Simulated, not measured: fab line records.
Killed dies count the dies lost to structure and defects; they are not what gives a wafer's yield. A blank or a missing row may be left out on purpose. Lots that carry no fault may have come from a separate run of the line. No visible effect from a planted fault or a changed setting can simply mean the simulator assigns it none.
A struck lot beside a sound one -- flow nand-harc -- 39 out of 1302 route steps
Sound: these wafers, L365.1, L365.2, L365.5. The struck wafers were L377.2, L377.3, L377.6. Last of all comes the cause.
Order at every step that has rows: each side's tool, ch and its chambers, its first start. Under that, the readings that differ: sound wafers -- struck wafers -- difference of the means -- sigmas: that difference in standard deviations of wafers without a fault.
alike: readings with means less than 2 such deviations apart, plus words and numbers identical on both sides. not compared: withheld readings, readings lacking a value on some wafer, bounds such as >300 that could conceal the same value, and numbers that have no deviation in the record and whose values overlap.
The two part at a step that has a row with sigmas, a row that says differs or no value, or rows on one side only. Numbers that have no deviation but don't overlap get no sigmas and don't part them. A reading missing from all wafers of one side parts the sides only when that side holds two or more wafers.

first, 2 steps without rows for these wafers: NHARC_THIN_TSV_ETCH_44 (etches the open film in CF4/O2, target depth 1594.2 nm, time 797.1 s); NHARC_THIN_TSV_ETCH_15 (target depth 3000 nm, bosch target overetch cycles 2, bosch etch step 2.8 s).
NHARC_THIN_TSV_CD_MEAS_16:
  sound on cd-sem-03, day 24 07:58; struck on cd-sem-01, day 28 15:22
  alike: cd-nm
then, 2 steps without rows for these wafers: NHARC_THIN_TSV_STRIP_45 (strips in O2); NHARC_THIN_TSV_STRIP_46 (strips in post etch residue remover, time 1200 s).
NHARC_THIN_TSV_DEP_47: deposits SiO2, target thk 200 nm.
  sound on pecvd-03 ch 0,1, day 24 08:51; struck on pecvd-01 ch 2, day 28 16:14
  alike: throttle-valve-pct
then, 5 steps without rows for these wafers: NHARC_THIN_TSV_ETCHBACK_48 (etches the open film in C4F8/Ar, target depth 1028.5 nm, time 405.17 s); NHARC_THIN_TSV_STRIP_62 (strips in N2/H2, time 20 s); NHARC_THIN_TSV_DEGAS_49 (time 120 s); NHARC_THIN_TSV_PRE_CLEAN_50 (time 30 s); NHARC_THIN_TSV_PVD_19 (deposits TaN, target thk 20 nm).
NHARC_THIN_TSV_PVD_51: deposits Cu, target thk 100 nm.
  sound on pvd-sputter-03; struck on pvd-sputter-01
  alike: throttle-valve-pct
NHARC_THIN_TSV_ECD_20: material Cu, target thk 2000 nm.
  sound on ecd-cu-02 ch 0,1, day 24 10:14; struck on ecd-cu-02 ch 0,1, day 28 18:01
then, 1 step without rows for these wafers: NHARC_THIN_TSV_ANNEAL_52 (time 90 s).
NHARC_THIN_TSV_CMP_21: polishes, t overpolish 30 s, target thk 2000 nm.
  sound on cmp-01 ch 0,2,3, day 24 11:22; struck on cmp-03 ch 0,3, day 28 19:01
  alike: motor-current-A, overpolish-run-s
  not compared: pad-life-wafers
then, 13 steps without rows for these wafers: NHARC_THIN_TSV_SRD_23; NHARC_THIN_TSV_DEGAS_53 (time 60 s); NHARC_THIN_TSV_PRE_CLEAN_54 (time 30 s); NHARC_THIN_TSV_PVD_55 (deposits TiN, target thk 50 nm); NHARC_THIN_TSV_PVD_24 (deposits Al, target thk 800 nm); NHARC_THIN_TSV_DEHYDRATE_25 (time 120 s); NHARC_THIN_TSV_HMDS_26 (time 30 s); NHARC_THIN_TSV_COAT_27; NHARC_THIN_TSV_SOFTBAKE_28 (time 95 s); NHARC_THIN_TSV_EBR_29; NHARC_THIN_TSV_EXPOSE_30 (exposes mask PAD); NHARC_THIN_TSV_PEB_31 (peb time 85 s); NHARC_THIN_TSV_DEVELOP_32 (time 70 s).
NHARC_THIN_TSV_CD_MEAS_33: target cd 5000 nm.
  sound on cd-sem-02 ch 0, day 24 12:55; struck on cd-sem-03 ch 0, day 28 20:27
  alike: cd-nm
then, 2 steps without rows for these wafers: NHARC_THIN_TSV_HARDBAKE_34 (time 80 s); NHARC_THIN_TSV_DESCUM_35 (chemistry O2, time 3 s).
NHARC_THIN_TSV_ETCH_59: etches the open film in Cl2/BCl3, target depth 880 nm, time 138.1 s.
  sound on rie-metal-02 ch 0,1, day 24 13:13; struck on rie-metal-01 ch 0,1, day 28 20:46
  alike: drypump-motor-current-A, oes-product-au, throttle-valve-pct
  not compared: rf-hours-counter-h
NHARC_THIN_TSV_ETCH_36: etches the open film in Cl2/BCl3, target depth 65 nm, time 18.571 s.
  sound on rie-metal-02 ch 0,1, day 24 13:28; struck on rie-metal-01 ch 0,1, day 28 20:59
  alike: drypump-motor-current-A, oes-product-au
  not compared: rf-hours-counter-h
then, 2 steps without rows for these wafers: NHARC_THIN_TSV_STRIP_56 (strips in O2); NHARC_THIN_TSV_STRIP_57 (strips in post etch residue remover, time 1200 s).
NHARC_THIN_TSV_CD_MEAS_37:
  sound on cd-sem-01, day 24 14:22; struck on cd-sem-03, day 28 21:53
  alike: cd-nm
then, 1 step without rows for these wafers: NHARC_THIN_TSV_ANNEAL_58 (time 1800 s).
NHARC_END_WLT_00:
  sound on prober-02, day 24 19:02; struck on prober-02, day 29 10:42
  alike: VT_DECK1_BOTTOM, VT_DECK1_BOTTOM_INNER, VT_DECK1_MEDIAN_NEAR_BOTTOM, VT_DECK1_MEDIAN_NEAR_BOTTOM_INNER, VT_DECK1_MIDDLE, VT_DECK1_MIDDLE_INNER, VT_DECK1_TOP, VT_DECK1_TOP_INNER, VT_DECK2_BOTTOM, VT_DECK2_BOTTOM_INNER, VT_DECK2_MEDIAN_NEAR_BOTTOM, VT_DECK2_MEDIAN_NEAR_BOTTOM_INNER, VT_DECK2_MIDDLE, VT_DECK2_MIDDLE_INNER, VT_DECK2_TOP, VT_DECK2_TOP_INNER
  not compared: hold
NHARC_END_SORT_01:
  sound on prober-02 ch 0, day 24 22:01; struck on prober-01 ch 0, day 29 16:58
reading,sound,struck,difference,sigmas
hold,- - -,await-dispo/1.2h/release await-dispo/1.2h/release await-dispo/1.2h/release,no value on the sound wafers,
defect-limited-yield (%),92 91 92,29 32 29,-62,-19
killed-at-other,0 1 0,420 408 417,+415,+99 or more
killed-at-periphery,10 8 8,1 2 1,-7,-2
killed-dies,55 63 57,481 463 479,+416,+19
  alike: killed-at-array, killed-open, killed-short

== WHERE THEY PART ==
Only at NHARC_END_SORT_01, within this record.

WHY: what had been put in by the simulator
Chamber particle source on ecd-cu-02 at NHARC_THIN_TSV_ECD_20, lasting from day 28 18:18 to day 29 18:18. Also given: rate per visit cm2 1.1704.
